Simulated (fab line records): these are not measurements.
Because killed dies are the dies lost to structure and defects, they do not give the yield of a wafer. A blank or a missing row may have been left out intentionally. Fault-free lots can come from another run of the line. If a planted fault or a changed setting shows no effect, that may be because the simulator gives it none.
fab line records -- flow n5_finfet
record lots=7, wafers=18, last_day=17
route steps=1938 shown FIN_SAQP@108 BEOL_M4@1111 PASSIVATION@1936
lots with no fault: from the same line, run without faults
start_h: hours from the record's first day to the start of the lot's first wafer shown -- wait_h: hours since the lot's step before -- " repeats the value in the row above -- L1.1+2: a row that stands for several wafers -- - either no value or no given start -- * or withheld: withheld -- < > ~ a bound
route shown NAME@n: NAME is a module with steps in the file, n the number in the route of the first one -- usual: mean and standard deviation over wafers with no fault -- same: alike in all rows -- chamber/n: place in a boat -- sites: readings site by site -- _std_site: the standard deviation of these -- _edge_site: the outer-site mean with the inner-site mean subtracted -- radius_mm: how far each site lies from the wafer's centre -- mask NAME#n: copy n -- behind: the most recent tool/chamber to have shaped the wafer -- hold: why the lot went on hold/how many hours it stayed there/how the hold came to an end -- device: transistor that didn't switch, given as n, p or np -- end of line: the tests these same wafers got at the end of their route -- where a step has no rows: the recipe by itself -- killed: dies lost to structure and defects at the first sort, not the wafer's yield -- map: per-die view of a wafer (x killed, . not killed, _ where there is no die)
set.NAME: setting as actually run; set.NAME@STEP: the setting as run at that earlier step -- model.NAME: the simulator's own value behind a step, which no gauge read
lots at some steps of the route; a table a step, a row a wafer
services: from which hour (start_h, from the record's first day; less than 0 if before it) a tool's chamber was out of use, for how many hours, and why
## steps
# step N5_FIN_SAQP_EXPOSE_13
# recipe mask_id=FIN_CORE, na=1.35, source_shape=dipole, sigma_inner=0.538, sigma_outer=0.738, polarization=te, target_cd_nm=35.6, dose_mj=63.25
# step N5_FIN_SAQP_PEB_14
# recipe peb_temp_c=withheld, peb_time_s=60, resist=CAR-ArF
# step N5_FIN_SAQP_DEVELOP_15
# recipe develop_time_s=30, developer=TMAH, resist=CAR-ArF, dev_temp_c=23, rinse_liquid=diw, dry=air_spin
# step N5_FIN_SAQP_CD_MEAS_16
# recipe target_cd_nm=35.6, landing_energy_ev=500, detector=se_inlens
# usual cd_nm=35.6/0.35
# same landing_energy_ev=500
lot.wafer,tool,chamber,start_h,wait_h,cd_nm
L959.2,cd_sem-02,0,28.03,-,35.2
L959.3,cd_sem-02,0,28.03,-,35.7
L959.4,cd_sem-02,0,28.03,-,35.4
L964.1,cd_sem-02,0,58.29,-,35.6
L964.4,cd_sem-02,0,58.29,-,35.7
L964.5,cd_sem-02,0,58.29,-,36.1
L966.3,cd_sem-01,0,70.46,-,36.2
L966.6,cd_sem-01,0,70.46,-,35.8
L967.2,cd_sem-03,0,76.19,-,35.4
L967.3,cd_sem-03,0,76.19,-,35.9
L969.1,cd_sem-03,0,88.68,-,35.7
L969.4,cd_sem-03,0,88.68,-,35.3
L969.6,cd_sem-03,0,88.68,-,35.8
L972.2,cd_sem-03,0,108.50,-,35.4
L972.6,cd_sem-03,0,108.50,-,35.8
L978.1,cd_sem-01,0,143.50,-,35.3
L978.3,cd_sem-01,0,143.50,-,35.6
L978.6,cd_sem-01,0,143.50,-,35.4
# step N5_FIN_SAQP_OVL_MEAS_17
# recipe points_per_wafer=44
# usual FIN_CORE_OVL=0.1/0.78
lot.wafer,tool,chamber,start_h,wait_h,FIN_CORE_OVL[nm]
L959.2,overlay-02,0,28.07,0.0,0.7
L959.3,overlay-02,0,28.07,0.0,0.2
L959.4,overlay-02,0,28.07,0.0,0.3
L964.1,overlay-01,0,58.33,0.0,0.0
L964.4,overlay-01,0,58.33,0.0,0.9
L964.5,overlay-01,0,58.33,0.0,-1.0
L966.3,overlay-01,0,70.50,0.0,0.8
L966.6,overlay-01,0,70.50,0.0,0.4
L967.2,overlay-01,0,76.22,0.0,-1.8
L967.3,overlay-01,0,76.22,0.0,1.0
L969.1,overlay-02,0,88.72,0.0,-0.7
L969.4,overlay-02,0,88.72,0.0,1.4
L969.6,overlay-02,0,88.72,0.0,0.8
L972.2,overlay-01,0,108.53,0.0,1.0
L972.6,overlay-01,0,108.53,0.0,-0.4
L978.1,overlay-01,0,143.54,0.0,1.7
L978.3,overlay-01,0,143.54,0.0,0.8
L978.6,overlay-01,0,143.54,0.0,-0.9
# step N5_FIN_SAQP_INSPECT_18
# recipe mode=adi, inspect_instrument=brightfield
# usual raw_defect_count=411/100
lot.wafer,tool,chamber,start_h,wait_h,raw_defect_count
L959.2,defect_inspect-01,-,28.09,0.0,428
L959.3,defect_inspect-01,-,28.09,0.0,295
L959.4,defect_inspect-01,-,28.09,0.0,417
L964.1,defect_inspect-01,-,58.36,0.0,328
L964.4,defect_inspect-01,-,58.36,0.0,418
L964.5,defect_inspect-01,-,58.36,0.0,401
L966.3,defect_inspect-02,-,70.52,0.0,333
L966.6,defect_inspect-02,-,70.52,0.0,530
L967.2,defect_inspect-02,-,76.25,0.0,173
L967.3,defect_inspect-02,-,76.25,0.0,354
L969.1,defect_inspect-01,-,88.74,0.0,335
L969.4,defect_inspect-01,-,88.74,0.0,538
L969.6,defect_inspect-01,-,88.74,0.0,440
L972.2,defect_inspect-02,-,108.56,0.0,551
L972.6,defect_inspect-02,-,108.56,0.0,584
L978.1,defect_inspect-01,-,143.56,0.0,302
L978.3,defect_inspect-01,-,143.56,0.0,355
L978.6,defect_inspect-01,-,143.56,0.0,386
# step N5_FIN_SAQP_DESCUM_21
# recipe chemistry=O2, time_s=7.9, source_power_w=50, bias_power_w=20, pressure_mtorr=20, rf_frequency_hz=2.712e+07, temp_c=40, resist=CAR-ArF, o2_flow_sccm=225
# usual drypump_motor_current_A=5.6/0.47, oes_product_au=0.76/0.09, rf_vpp_V=242.3/1.2, showerhead_plenum_p_Torr=2.05/0.057, throttle_valve_pct=20.45/0.25
lot.wafer,tool,chamber,start_h,wait_h,drypump_motor_current_A,oes_product_au,rf_hours_counter_h,rf_vpp_V,showerhead_plenum_p_Torr,throttle_valve_pct
L959.2,rie_diel-06,0,28.12,0.0,5.5,0.72,210,240.7,1.99,20.71
L959.3,rie_diel-06,3,28.12,0.0,5.3,0.71,220,243.0,2.08,20.29
L959.4,rie_diel-06,2,28.12,0.0,5.5,0.97,5,241.9,2.14,20.58
L964.1,rie_diel-01,3,58.39,0.0,6.1,0.69,228,242.3,2.09,20.86
L964.4,rie_diel-01,0,58.39,0.0,6.0,0.84,71,243.9,2.10,20.18
L964.5,rie_diel-01,0,58.39,0.0,6.0,0.83,-,243.7,2.10,20.20
L966.3,rie_diel-06,2,70.55,0.0,5.5,0.92,19,243.7,2.14,20.63
L966.6,rie_diel-06,1,70.55,0.0,4.9,0.85,-,242.6,2.12,20.14
L967.2,rie_diel-02,0,76.43,0.2,5.6,0.74,157,241.6,2.01,20.47
L967.3,rie_diel-02,1,76.43,0.2,5.4,0.69,207,242.4,1.98,20.42
L969.1,rie_diel-01,0,89.68,0.9,6.0,0.82,82,242.8,2.10,20.21
L969.4,rie_diel-01,2,89.68,0.9,5.1,0.71,216,242.4,2.07,20.40
L969.6,rie_diel-01,3,89.68,0.9,6.1,0.69,-,244.2,2.08,20.88
L972.2,rie_diel-06,1,109.27,0.7,4.9,0.84,92,242.3,2.11,20.16
L972.6,rie_diel-06,3,109.27,0.7,5.3,0.68,-,241.7,2.07,20.33
L978.1,rie_diel-01,3,143.67,0.1,6.1,0.98,1,241.1,2.08,20.51
L978.3,rie_diel-01,2,143.67,0.1,5.1,0.70,242,244.3,2.06,20.42
L978.6,rie_diel-01,0,143.67,0.1,6.0,0.79,-,242.9,2.09,20.22
# step N5_FIN_SAQP_ETCH_51
# recipe chemistry=CF4, target=SiARC, target_depth_a=455, mask_material=CAR-ArF, time_s=75.8, ion_energy_ev=80, pressure_mtorr=40, source_w=545, bias_w=36, Ar_flow_sccm=100, cf4_flow_sccm=100, ends=cleared
# usual drypump_motor_current_A=5.6/0.47, etch_rf_on_time_s=75.9/1.8, oes_product_au=0.65/0.077, rf_vpp_V=183.7/1, showerhead_plenum_p_Torr=2.10/0.056, throttle_valve_pct=15.65/0.2
lot.wafer,tool,chamber,start_h,wait_h,drypump_motor_current_A,etch_rf_on_time_s,oes_product_au,rf_hours_counter_h,rf_vpp_V,showerhead_plenum_p_Torr,throttle_valve_pct
L959.2,rie_diel-06,0,28.16,0.0,5.5,75.1,0.62,210,183.6,2.03,15.78
L959.3,rie_diel-06,3,28.16,0.0,5.3,74.0,0.60,220,184.4,2.12,15.52
L959.4,rie_diel-06,2,28.16,0.0,5.5,74.9,0.82,5,184.2,2.18,15.68
L964.1,rie_diel-01,3,58.43,0.0,6.1,74.8,0.60,228,183.9,2.13,16.02
L964.4,rie_diel-01,0,58.43,0.0,6.0,79.0,0.70,71,184.6,2.17,15.52
L964.5,rie_diel-01,0,58.43,0.0,6.0,78.8,0.70,-,185.3,2.17,15.51
L966.3,rie_diel-06,2,70.59,0.0,5.5,75.2,0.79,19,183.6,2.17,15.70
L966.6,rie_diel-06,1,70.59,0.0,4.9,76.4,0.72,-,185.1,2.17,15.31
L967.2,rie_diel-02,0,76.46,0.0,5.6,74.8,0.64,157,182.4,2.05,15.61
L967.3,rie_diel-02,1,76.46,0.0,5.4,78.6,0.59,207,181.9,2.05,15.73
L969.1,rie_diel-01,0,89.72,0.0,6.0,77.9,0.69,82,184.2,2.17,15.53
L969.4,rie_diel-01,2,89.72,0.0,5.1,74.5,0.61,216,184.3,2.12,15.57
L969.6,rie_diel-01,3,89.72,0.0,6.0,74.3,0.58,-,183.8,2.13,16.04
L972.2,rie_diel-06,1,109.30,0.0,4.9,76.9,0.71,92,185.0,2.17,15.33
L972.6,rie_diel-06,3,109.30,0.0,5.3,74.3,0.59,-,182.9,2.11,15.57
L978.1,rie_diel-01,3,143.70,0.0,6.1,73.3,0.85,1,185.6,2.12,15.57
L978.3,rie_diel-01,2,143.70,0.0,5.1,74.8,0.59,242,181.8,2.11,15.59
L978.6,rie_diel-01,0,143.70,0.0,6.0,78.3,0.67,-,183.6,2.16,15.57
# step N5_FIN_SAQP_ETCH_52
# recipe chemistry=N2/H2, target=SOC, target_depth_a=1000, overetch_a=200, mask_material=SiARC, temp_c=40, time_s=150, ion_energy_ev=200, pressure_mtorr=30, source_w=840, bias_w=150, n2_flow_sccm=200, h2_flow_sccm=200, ends=end_point
# usual drypump_motor_current_A=5.6/0.47, oes_product_au=0.68/0.077, rf_vpp_V=522.4/2.1, showerhead_plenum_p_Torr=2.49/0.066, throttle_valve_pct=17.87/0.22
lot.wafer,tool,chamber,start_h,wait_h,drypump_motor_current_A,oes_product_au,rf_hours_counter_h,rf_vpp_V,showerhead_plenum_p_Torr,throttle_valve_pct
L959.2,rie_diel-06,0,28.22,0.0,5.5,0.65,210,520.3,2.42,18.15
L959.3,rie_diel-06,3,28.22,0.0,5.3,0.63,220,525.1,2.51,17.72
L959.4,rie_diel-06,2,28.22,0.0,5.5,0.86,5,524.9,2.61,17.90
L964.1,rie_diel-01,3,58.48,0.0,6.1,0.62,228,522.9,2.51,18.10
L964.4,rie_diel-01,0,58.48,0.0,6.0,0.75,71,526.2,2.57,17.68
L964.5,rie_diel-01,0,58.48,0.0,6.0,0.74,-,524.3,2.57,17.67
L966.3,rie_diel-06,2,70.64,0.0,5.5,0.82,19,528.0,2.60,17.93
L966.6,rie_diel-06,1,70.64,0.0,4.9,0.76,-,524.4,2.57,17.51
L967.2,rie_diel-02,0,76.52,0.0,5.6,0.67,157,521.1,2.43,17.94
L967.3,rie_diel-02,1,76.52,0.0,5.3,0.63,207,520.4,2.40,17.77
L969.1,rie_diel-01,0,89.77,0.0,6.0,0.75,82,524.4,2.56,17.68
L969.4,rie_diel-01,2,89.77,0.0,5.2,0.63,216,523.4,2.51,17.81
L969.6,rie_diel-01,3,89.77,0.0,6.1,0.61,-,523.3,2.51,18.12
L972.2,rie_diel-06,1,109.36,0.0,4.9,0.75,92,524.4,2.56,17.53
L972.6,rie_diel-06,3,109.36,0.0,5.3,0.62,-,521.7,2.50,17.78
L978.1,rie_diel-01,3,143.76,0.0,6.1,0.86,1,523.2,2.50,17.70
L978.3,rie_diel-01,2,143.76,0.0,5.1,0.61,242,522.6,2.50,17.85
L978.6,rie_diel-01,0,143.76,0.0,6.0,0.71,-,523.8,2.55,17.72
# step N5_FIN_SAQP_STRIP_53
# recipe chemistry=N2/H2, temp_c=40, n2_flow_sccm=200, h2_flow_sccm=200, rf_frequency_hz=6e+07
# step N5_FIN_SAQP_HM_OPEN_73
# recipe chemistry=CHF3/O2, target=SiO2, stop_on=a-Si, target_depth_a=120, over_etch_frac=1.8, mask_material=SOC, time_s=16.8, pressure_mtorr=30, source_w=650, bias_w=170, Ar_flow_sccm=200, CHF3_flow_sccm=50, O2_flow_sccm=5, ion_energy_ev=200, ends=end_point
# usual O2_flow_sccm=5.000/0.017, drypump_motor_current_A=5.6/0.47, oes_product_au=0.46/0.051, rf_vpp_V=518/11, showerhead_plenum_p_Torr=2.36/0.063, throttle_valve_pct=18.84/0.21
lot.wafer,tool,chamber,start_h,wait_h,O2_flow_sccm,drypump_motor_current_A,oes_product_au,rf_hours_counter_h,rf_vpp_V,showerhead_plenum_p_Torr,throttle_valve_pct
L959.2,rie_diel-06,0,28.32,0.0,4.997,5.5,0.43,210,496,2.29,19.00
L959.3,rie_diel-06,3,28.32,0.0,4.979,5.3,0.42,220,518,2.38,18.67
L959.4,rie_diel-06,2,28.32,0.0,4.999,5.5,0.57,5,524,2.45,18.91
L964.1,rie_diel-01,3,58.59,0.0,5.011,6.1,0.42,228,517,2.40,19.23
L964.4,rie_diel-01,0,58.59,0.0,5.001,6.0,0.51,71,512,2.45,18.79
L964.5,rie_diel-01,0,58.59,0.0,5.018,6.0,0.51,-,512,2.45,18.77
L966.3,rie_diel-06,2,70.75,0.0,4.980,5.5,0.56,19,522,2.44,18.94
L966.6,rie_diel-06,1,70.75,0.0,4.985,5.0,0.52,-,536,2.45,18.55
L967.2,rie_diel-02,0,76.63,0.0,5.000,5.5,0.44,157,507,2.30,18.78
L967.3,rie_diel-02,1,76.63,0.0,4.994,5.4,0.42,207,519,2.31,18.94
L969.1,rie_diel-01,0,89.88,0.0,5.033,6.0,0.50,82,513,2.45,18.79
L969.4,rie_diel-01,2,89.88,0.0,4.968,5.1,0.43,216,531,2.38,18.71
L969.6,rie_diel-01,3,89.88,0.0,5.030,6.1,0.40,-,518,2.39,19.24
L972.2,rie_diel-06,1,109.47,0.0,5.001,4.9,0.49,92,534,2.44,18.57
L972.6,rie_diel-06,3,109.47,0.0,5.015,5.3,0.41,-,517,2.37,18.71
L978.1,rie_diel-01,3,143.87,0.0,5.017,6.1,0.58,1,518,2.39,18.83
L978.3,rie_diel-01,2,143.87,0.0,5.007,5.1,0.41,242,532,2.37,18.76
L978.6,rie_diel-01,0,143.87,0.0,4.995,6.0,0.48,-,513,2.44,18.83
# step N5_FIN_SAQP_STRIP_74
# recipe chemistry=CHF3/O2, resist=SiARC, rf_frequency_hz=6e+07
# step N5_FIN_SAQP_MANDREL_ETCH_22
# recipe target_depth_a=600, chemistry=HBr/Cl2, target=a-Si, stop_on=SiNx, bt_time_s=10, over_etch_frac=0.5, time_s=30, pressure_mtorr=10, icp_w=800, bias_w=75, HBr_flow_sccm=150, Cl2_flow_sccm=80, ends=end_point
# usual drypump_motor_current_A=5.7/0.46, oes_product_au=0.759/0.013, throttle_valve_pct=35.4/0.31
lot.wafer,tool,chamber,start_h,wait_h,drypump_motor_current_A,oes_product_au,rf_hours_counter_h,throttle_valve_pct,model.SOC_of_FIN_SAQP_COAT_49.thk_nm
L959.2,rie_si-06,0,28.41,0.0,5.4,0.752,26,35.5,76.29
L959.3,rie_si-06,3,28.41,0.0,6.3,0.765,92,35.3,76.58
L959.4,rie_si-06,1,28.41,0.0,5.1,0.754,180,35.4,75.99
L964.1,rie_si-03,0,58.68,0.0,5.5,0.770,47,36.1,76.51
L964.4,rie_si-03,1,58.68,0.0,6.3,0.746,67,35.2,76.95
L964.5,rie_si-03,0,58.68,0.0,5.5,0.770,-,36.1,76.53
L966.3,rie_si-03,2,70.84,0.0,6.0,0.770,84,35.8,81.66
L966.6,rie_si-03,2,70.84,0.0,6.0,0.772,-,35.8,75.43
L967.2,rie_si-03,1,76.71,0.0,6.3,0.735,67,35.2,81.98
L967.3,rie_si-03,2,76.71,0.0,6.0,0.776,84,35.8,81.77
L969.1,rie_si-06,2,89.96,0.0,5.4,0.750,3,35.2,76.41
L969.4,rie_si-06,3,89.96,0.0,6.4,0.757,93,35.3,77.14
L969.6,rie_si-06,2,89.96,0.0,5.4,0.761,-,35.2,76.03
L972.2,rie_si-03,3,109.55,0.0,5.2,0.741,87,35.5,81.83
L972.6,rie_si-03,2,109.55,0.0,6.0,0.777,-,35.8,76.43
L978.1,rie_si-06,3,143.95,0.0,6.3,0.765,94,35.3,76.93
L978.3,rie_si-06,0,143.95,0.0,5.4,0.754,28,35.5,76.7
L978.6,rie_si-06,0,143.95,0.0,5.4,0.761,-,35.4,76.57
# step N5_FIN_SAQP_STRIP_55
# recipe chemistry=N2/H2, power_w=500, temp_c=40, pressure_mtorr=50, rf_frequency_hz=6e+07, overash_fraction=0.3, bias_power_w=28, h2_frac=0.5, n2_flow_sccm=300, h2_flow_sccm=300
# usual drypump_motor_current_A=5.6/0.5, oes_product_au=0.75/0.081, rf_vpp_V=121.5/1.6, showerhead_plenum_p_Torr=3.29/0.089, throttle_valve_pct=19.01/0.26
lot.wafer,tool,chamber,start_h,wait_h,drypump_motor_current_A,oes_product_au,rf_hours_counter_h,rf_vpp_V,showerhead_plenum_p_Torr,throttle_valve_pct
L959.2,rie_diel-02,3,28.68,0.2,6.5,0.71,174,121.9,3.24,19.13
L959.3,rie_diel-02,2,28.68,0.2,5.4,0.69,221,123.1,3.20,19.06
L959.4,rie_diel-02,0,28.68,0.2,5.6,0.76,141,120.6,3.23,19.32
L964.1,rie_diel-02,0,58.91,0.2,5.6,0.75,151,119.7,3.22,19.32
L964.4,rie_diel-02,3,58.91,0.2,6.6,0.70,185,118.9,3.24,19.18
L964.5,rie_diel-02,0,58.91,0.2,5.6,0.75,-,122.9,3.23,19.34
L966.3,rie_diel-06,1,70.93,0.1,4.9,0.85,77,120.5,3.39,18.60
L966.6,rie_diel-06,2,70.93,0.1,5.5,0.93,-,122.5,3.43,18.78
L967.2,rie_diel-02,0,76.85,0.1,5.6,0.74,157,119.9,3.22,19.33
L967.3,rie_diel-02,3,76.85,0.1,6.5,0.70,191,117.9,3.23,19.14
L969.1,rie_diel-02,0,90.20,0.2,5.6,0.74,162,120.4,3.22,19.35
L969.4,rie_diel-02,2,90.20,0.2,5.4,0.68,242,121.2,3.19,19.07
L969.6,rie_diel-02,1,90.20,0.2,5.4,0.69,-,124.0,3.17,18.82
L972.2,rie_diel-01,2,109.79,0.2,5.2,0.70,224,121.6,3.31,19.08
L972.6,rie_diel-01,3,109.79,0.2,6.1,0.67,-,121.7,3.31,19.10
L978.1,rie_diel-02,1,144.24,0.3,5.4,0.67,221,122.7,3.17,18.84
L978.3,rie_diel-02,1,144.24,0.3,5.4,0.69,-,124.7,3.17,18.86
L978.6,rie_diel-02,0,144.24,0.3,5.6,0.73,-,119.7,3.21,19.38
# step N5_BEOL_M4_RC_MEAS_101
# usual DIBL_N=36.2/1.6, DIBL_P=36.1/2, IOFF_N=0.16/0.032, IOFF_P=0.22/0.036, ION_N=672/11, ION_P=463/7.5, SS_N=71.4/0.58, SS_P=73.2/0.67, VT_N=250/3.3, VT_P=-250/3.3
lot.wafer,tool,chamber,start_h,wait_h,DIBL_N[mV/V],DIBL_P[mV/V],IOFF_N[nA/um],IOFF_P[nA/um],ION_N[uA/um],ION_P[uA/um],SS_N[mV/dec],SS_P[mV/dec],VT_N[mV],VT_P[mV]
L959.2,prober-01,0,175.64,0.2,38.3,37.9,0.19,0.28,676,468,72.0,73.7,246,-245
L959.3,prober-01,0,175.64,0.2,32.8,31.0,0.10,0.16,651,457,70.2,72.0,255,-255
L959.4,prober-01,0,175.64,0.2,35.6,35.2,0.14,0.22,671,465,71.6,73.0,251,-249
L964.1,prober-02,0,217.67,0.0,36.8,37.5,0.16,0.21,684,466,71.2,72.8,250,-251
L964.4,prober-02,0,217.67,0.0,35.6,36.2,0.14,0.18,669,458,71.4,73.0,252,-254
L964.5,prober-02,0,217.67,0.0,35.2,34.5,0.13,0.17,664,460,71.5,71.7,255,-255
L966.3,prober-01,0,220.55,0.3,37.9,38.0,0.22,0.28,685,473,71.5,74.1,246,-244
L966.6,prober-01,0,220.55,0.3,35.2,34.9,0.15,0.22,666,466,70.9,72.9,249,-247
L967.2,prober-02,0,224.69,0.2,37.7,37.1,0.17,0.24,675,471,71.8,73.0,247,-246
L967.3,prober-02,0,224.69,0.2,38.7,39.4,0.18,0.27,671,465,71.2,73.7,249,-245
L969.1,prober-01,0,237.90,0.0,36.6,37.0,0.17,0.26,681,470,71.9,73.4,249,-245
L969.4,prober-01,0,237.90,0.0,37.8,38.8,0.20,0.30,680,472,71.7,73.8,244,-244
L969.6,prober-01,0,237.90,0.0,37.1,37.5,0.19,0.28,683,477,72.1,72.7,246,-242
L972.2,prober-01,0,278.87,0.2,35.7,36.7,0.15,0.19,663,456,71.6,73.6,251,-251
L972.6,prober-01,0,278.87,0.2,33.9,34.9,0.13,0.16,666,456,70.8,72.7,251,-254
L978.1,prober-02,0,305.07,0.0,39.0,37.3,0.18,0.24,677,469,70.9,73.5,249,-248
L978.3,prober-02,0,305.07,0.0,35.9,33.6,0.13,0.19,650,451,70.3,72.7,251,-251
L978.6,prober-02,0,305.07,0.0,38.1,35.7,0.16,0.22,671,464,70.6,72.6,248,-248
# step N5_PASSIVATION_PROBE_49
# usual defect_limited_yield=91.4/1.3, killed_at_M0_to_M3=34/10, killed_at_M4_up=14/5.6, killed_at_contacts=13/5.9, killed_at_front_end=37/9.9, killed_at_other=3.5/2.8, killed_dies=101/15, killed_open=67/12, killed_short=32/6.6, sort_bin_5_function=5.0/0.81, sort_bin_6_memory=3.2/0.66, sort_n_pass=1079/15, sort_yield_pct=91.4/1.3
# same gross_dies=1180, killed_at_back_side=0, sort_bin_4_leakage[%]=0, sort_bin_8_speed[%]=0
lot.wafer,tool,chamber,start_h,wait_h,defect_limited_yield[%],killed_at_M0_to_M3,killed_at_M4_up,killed_at_contacts,killed_at_front_end,killed_at_other,killed_dies,killed_open,killed_short,sort_bin_5_function[%],sort_bin_6_memory[%],sort_n_pass,sort_yield_pct[%]
L967.3,prober-01,-,336.89,0.1,93.0,30,12,12,29,0,83,60,22,4.4,2.4,1097,93.0
# killed by level:class
L967.3 BEOL_M1:geometric_particle:open=12 MOL_CONTACT_COAG:geometric_particle:open=10 FIN_SAQP:geometric_particle:short=9 DUMMY_GATE:geometric_particle:open=7 BEOL_M2:geometric_particle:open=7 BEOL_M0_SAQP:geometric_particle:open=4 GATE_CUT:geometric_particle:short=3 BEOL_M0_SAQP:geometric_particle:short=3
## services
tool,chamber,start_h,hours,kind
rie_si-06,0,81.36,1.9,repair
rie_diel-02,-,96.68,28.1,pm
rie_diel-01,-,105.62,2.8,pm
rie_diel-06,3,116.09,-,clean
rie_diel-06,3,116.09,-,consumable_replace:focus_ring
rie_diel-06,3,116.09,18.1,scheduled_down
rie_diel-06,3,116.09,18.1,vent_cycle
rie_diel-01,3,118.77,-,clean
rie_diel-01,3,118.77,-,consumable_replace:focus_ring
rie_diel-01,3,118.77,22.9,scheduled_down
rie_diel-01,3,118.77,22.9,vent_cycle
rie_diel-02,3,126.12,3.5,repair
rie_diel-02,2,139.13,-,clean
rie_diel-02,2,139.13,-,consumable_replace:focus_ring
rie_diel-01,1,141.67,-,clean
rie_diel-01,1,141.67,-,consumable_replace:focus_ring
rie_diel-01,1,141.67,20.2,scheduled_down
rie_diel-01,1,141.67,20.2,vent_cycle
rie_diel-06,0,141.86,-,clean
rie_diel-06,0,141.86,-,consumable_replace:focus_ring
rie_diel-06,0,141.86,-,consumable_replace:showerhead
rie_diel-06,0,141.86,17.7,scheduled_down
rie_diel-06,0,141.86,17.7,vent_cycle
rie_diel-02,3,143.67,19.0,repair
## key
first_sign none at tools or gauges
model_effect step=N5_FIN_SAQP_MANDREL_ETCH_22, value=SOC_of_FIN_SAQP_COAT_49.thk_nm, without=76.32, struck=81.81
met_at N5_FIN_SAQP_MANDREL_ETCH_22
struck_wafers L966.3,L967.2,L967.3,L972.2
onset_between 58.68 70.84
fault kind=process_parameter_drift, tool=rie_si-03, chamber=-, onset_h=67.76, steps=N5_FIN_SAQP_MANDREL_ETCH_22, channel=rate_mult, offset=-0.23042, shape=step, end_h=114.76, scope=struck_wafers_only
